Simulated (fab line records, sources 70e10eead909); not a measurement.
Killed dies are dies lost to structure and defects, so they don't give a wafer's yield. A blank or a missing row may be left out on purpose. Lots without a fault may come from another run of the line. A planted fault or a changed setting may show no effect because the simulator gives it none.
Tool commonality check | flow nand_harc | 12 lots, 36 wafers sampled

WHY IT WAS OPENED
At NHARC_A_M1_CD_MEAS_09 the reading cd_nm is flagged on 2 of 12 lots. Wafers without a fault read 119.6 nm, standard deviation 0.69.
Rule: a lot is flagged when every wafer of it that has a number lies more than 4 standard deviations from that mean, or none has a number. The other lots count as sound.

lot  | measured     | on        | cd_nm (nm), wafer by wafer | flag
L736 | day 18 01:22 | cd_sem-01 | 119.9 120.5 119.8          |
L735 | day 18 02:56 | cd_sem-03 | 119.6 119.8 119.4          |
L732 | day 18 03:55 | cd_sem-01 | 119.9 119.8 120.0          |
L734 | day 18 09:14 | cd_sem-01 | 119.0 118.7 118.3          |
L743 | day 20 04:58 | cd_sem-01 | 129.8 129.7 130.2          | FLAGGED
L742 | day 20 06:15 | cd_sem-02 | 130.6 130.0 130.9          | FLAGGED
L747 | day 21 02:52 | cd_sem-01 | 118.9 118.8 119.6          |
L749 | day 22 03:43 | cd_sem-02 | 119.3 119.8 119.3          |
L751 | day 22 08:56 | cd_sem-02 | 120.1 120.6 119.7          |
L754 | day 22 22:34 | cd_sem-01 | 120.4 119.6 119.6          |
L752 | day 23 04:23 | cd_sem-02 | 120.1 119.4 120.4          |
L755 | day 24 02:07 | cd_sem-02 | 119.6 119.6 119.8          |
The numbers of the flagged lots are 130.2 nm on average: +10.6 nm against the usual, or +15 standard deviations.

WHICH TOOL RAN EACH LOT
The record holds 3 process steps before the reading, out of a route of 1159 steps. In each cell: the tool, then ch and the chambers that the sampled wafers went through, then the start.
lot  | flag    | NHARC_A_BLC_DEGAS_30         | NHARC_A_M0_PRE_CLEAN_29                 | NHARC_A_M1_PEB_07
L736 |         | pvd_sputter-03, day 17 18:56 | pvd_sputter-03, day 18 01:17 or earlier | litho_track-04 ch 0, day 18 01:17
L735 |         | pvd_sputter-03, day 17 20:16 | pvd_sputter-03, day 18 02:52 or earlier | litho_track-01 ch 0, day 18 02:52
L732 |         | pvd_sputter-02, day 17 21:02 | pvd_sputter-03, day 18 03:49 or earlier | litho_track-04 ch 0, day 18 03:49
L734 |         | pvd_sputter-01, day 18 02:58 | pvd_sputter-01, day 18 09:10 or earlier | litho_track-01 ch 0, day 18 09:10
L743 | FLAGGED | pvd_sputter-02, day 19 22:25 | pvd_sputter-02, day 20 04:53 or earlier | litho_track-01 ch 0, day 20 04:53
L742 | FLAGGED | pvd_sputter-03, day 19 23:48 | pvd_sputter-03, day 20 06:10 or earlier | litho_track-01 ch 0, day 20 06:10
L747 |         | pvd_sputter-02, day 20 19:28 | pvd_sputter-03, day 21 02:47 or earlier | litho_track-06 ch 0, day 21 02:47
L749 |         | pvd_sputter-03, day 21 15:46 | pvd_sputter-02, day 22 03:38 or earlier | litho_track-04 ch 0, day 22 03:38
L751 |         | pvd_sputter-02, day 22 02:20 | pvd_sputter-01, day 22 08:52 or earlier | litho_track-04 ch 0, day 22 08:52
L754 |         | pvd_sputter-02, day 22 13:42 | pvd_sputter-02, day 22 22:29 or earlier | litho_track-06 ch 0, day 22 22:29
L752 |         | pvd_sputter-02, day 22 19:07 | pvd_sputter-02, day 23 04:19 or earlier | litho_track-06 ch 0, day 23 04:19
L755 |         | pvd_sputter-03, day 23 18:53 | pvd_sputter-01, day 24 02:02 or earlier | litho_track-06 ch 0, day 24 02:02
What these steps do:
- NHARC_A_BLC_DEGAS_30: time 60 s.
- NHARC_A_M0_PRE_CLEAN_29: time 30 s.
- NHARC_A_M1_PEB_07: peb time 65 s.
- NHARC_A_M1_CD_MEAS_09: target cd 120 nm.

FLAGGED OVER TOTAL, TOOL BY TOOL (the gauges that took the reading come last)
step                    | tool           | lots run | flagged | share of the flagged lots | sound lots run after its first flagged lot
NHARC_A_BLC_DEGAS_30    | pvd_sputter-01 | 1        | 0       | none                      | -
NHARC_A_BLC_DEGAS_30    | pvd_sputter-02 | 6        | 1       | some                      | 4 (L747,L751,L754,L752)
NHARC_A_BLC_DEGAS_30    | pvd_sputter-03 | 5        | 1       | some                      | 2 (L749,L755)
NHARC_A_M0_PRE_CLEAN_29 | pvd_sputter-01 | 3        | 0       | none                      | -
NHARC_A_M0_PRE_CLEAN_29 | pvd_sputter-02 | 4        | 1       | some                      | 3 (L749,L754,L752)
NHARC_A_M0_PRE_CLEAN_29 | pvd_sputter-03 | 5        | 1       | some                      | 1 (L747)
NHARC_A_M1_PEB_07       | litho_track-01 | 4        | 2       | all                       | 0
NHARC_A_M1_PEB_07       | litho_track-04 | 4        | 0       | none                      | -
NHARC_A_M1_PEB_07       | litho_track-06 | 4        | 0       | none                      | -
NHARC_A_M1_CD_MEAS_09   | cd_sem-01      | 6        | 1       | some                      | 2 (L747,L754)
NHARC_A_M1_CD_MEAS_09   | cd_sem-02      | 5        | 1       | some                      | 4 (L749,L751,L752,L755)
NHARC_A_M1_CD_MEAS_09   | cd_sem-03      | 1        | 0       | none                      | -
NHARC_A_M0_PRE_CLEAN_29 gives no start for some lots, so the hours and the order of its lots are those of NHARC_A_M1_PEB_07.

WHAT THE TABLE ALLOWS
1 row of the table ran every flagged lot: litho_track-01 at NHARC_A_M1_PEB_07.
- litho_track-01 at NHARC_A_M1_PEB_07: 2 of its 4 lots flagged. Its last sound lot is L734 (day 18 09:10), its first flagged lot L743 (day 20 04:53): a fault that began between those two fits. Its own readings lie more than 4 standard deviations out on every wafer of the flagged lots: heater_power_total_W, plate_temp_C.
One tool is left: litho_track-01 at NHARC_A_M1_PEB_07.

WHAT THE SIMULATOR HAD PUT IN
Process parameter drift: litho_track-01, from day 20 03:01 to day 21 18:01, at NHARC_A_M1_PEB_07. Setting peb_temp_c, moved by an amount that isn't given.
Lots struck among those shown: L743, L742. The rule above found the same.
